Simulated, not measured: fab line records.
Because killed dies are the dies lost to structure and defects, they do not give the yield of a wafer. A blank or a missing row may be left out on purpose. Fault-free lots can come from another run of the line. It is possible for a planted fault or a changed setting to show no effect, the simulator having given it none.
Matching of chambers	flow nandHarc	NHARC_P_M0_STRIP_18 on rieDiel-12 has 4 sister chambers
The step strips in N2/H2. 4 wafers are shown with their chamber, then 7 later ones without.

== WAFERS WITH THEIR CHAMBER ==
wafer	chamber	drypumpMotorCurrentA (A)
L354.5	1	6.4
L367.6	2	5.2
L368.1	3	6.4
L368.3	0	5.7

== WAFERS WHOSE CHAMBER IS MISSING ==
wafer	drypumpMotorCurrentA (A)
L368.4	6.4
L369.1	5.2
L369.4	5.6
L369.5	5.6
L371.2	6.4
L371.4	6.4
L371.5	6.4

== CHAMBER TAKEN BY EACH ==
wafer	from the rows above	in truth
L368.4	can't be placed: 1 or 3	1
L369.1	2	2
L369.4	0	0
L369.5	0	0
L371.2	can't be placed: 1 or 3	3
L371.4	can't be placed: 1 or 3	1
L371.5	can't be placed: 1 or 3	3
3 of 7 placed correctly. Unplaceable from these rows: 4, with the true chamber sitting among the candidates in 4. Wrongly placed: 0.
How it was worked out, from the rows above alone: a wafer's distance from a chamber is the root of the sum, over the readings, of the square of ((its reading less the chamber's mean) divided by the reading's scatter). If the next closest chamber is less than 2 further off than the closest, the wafer can't be placed; otherwise it belongs to the closest. For every chamber, the mean is computed from those of its wafers that are shown. The scatter: root of mean squared gap, hidden wafer to nearest shown wafer, with one shown wafer a chamber.
